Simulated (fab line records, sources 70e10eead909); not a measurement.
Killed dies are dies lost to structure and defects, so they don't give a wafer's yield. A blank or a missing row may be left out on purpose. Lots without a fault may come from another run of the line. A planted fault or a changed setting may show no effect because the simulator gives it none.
Chamber matching | flow nand_harc | NHARC_A_M0_DEP_32 on pecvd-04: 3 sister chambers
The step deposits SiCN, target thk 30 nm. 3 wafers are shown with their chamber, then 12 later ones without.

WAFERS WITH THEIR CHAMBER
wafer  | chamber | heater_power_w (W)
L086.1 | 1       | 655
L086.2 | 0       | 597
L086.4 | 2       | 658

WAFERS WITHOUT THEIR CHAMBER
wafer  | heater_power_w (W)
L092.1 | 596
L092.3 | 593
L092.5 | 608
L095.3 | 654
L095.5 | 628
L095.6 | 645
L097.1 | 608
L097.2 | 697
L097.6 | 641
L097.3 | 671
L097.4 | 612
L097.5 | 675

WHICH CHAMBER EACH WENT THROUGH
wafer  | from the rows above          | in truth
L092.1 | 0                            | 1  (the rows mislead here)
L092.3 | 0                            | 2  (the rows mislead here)
L092.5 | 0                            | 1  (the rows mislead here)
L095.3 | can't be placed: 1 or 2      | 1
L095.5 | can't be placed: 1 or 2 or 0 | 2
L095.6 | can't be placed: 1 or 2      | 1
L097.1 | 0                            | 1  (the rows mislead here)
L097.2 | can't be placed: 2 or 1      | 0
L097.6 | can't be placed: 1 or 2 or 0 | 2
L097.3 | can't be placed: 2 or 1      | 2
L097.4 | can't be placed: 0 or 1 or 2 | 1
L097.5 | can't be placed: 2 or 1      | 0
Placed correctly: 0 of 12. Can't be placed from these rows: 8 (the true chamber is among the candidates in 6). Placed wrongly: 4.
How it was worked out, from the rows above alone: a wafer's distance from a chamber is the root of the sum, over the readings, of the square of ((its reading less the chamber's mean) divided by the reading's scatter). The wafer belongs to the nearest chamber; if the next one is less than 2 further off, it can't be placed. A chamber's mean is the mean of its shown wafers. The scatter: with one shown wafer a chamber, the root of the mean of the squares of how far each hidden wafer lies from its nearest shown one.
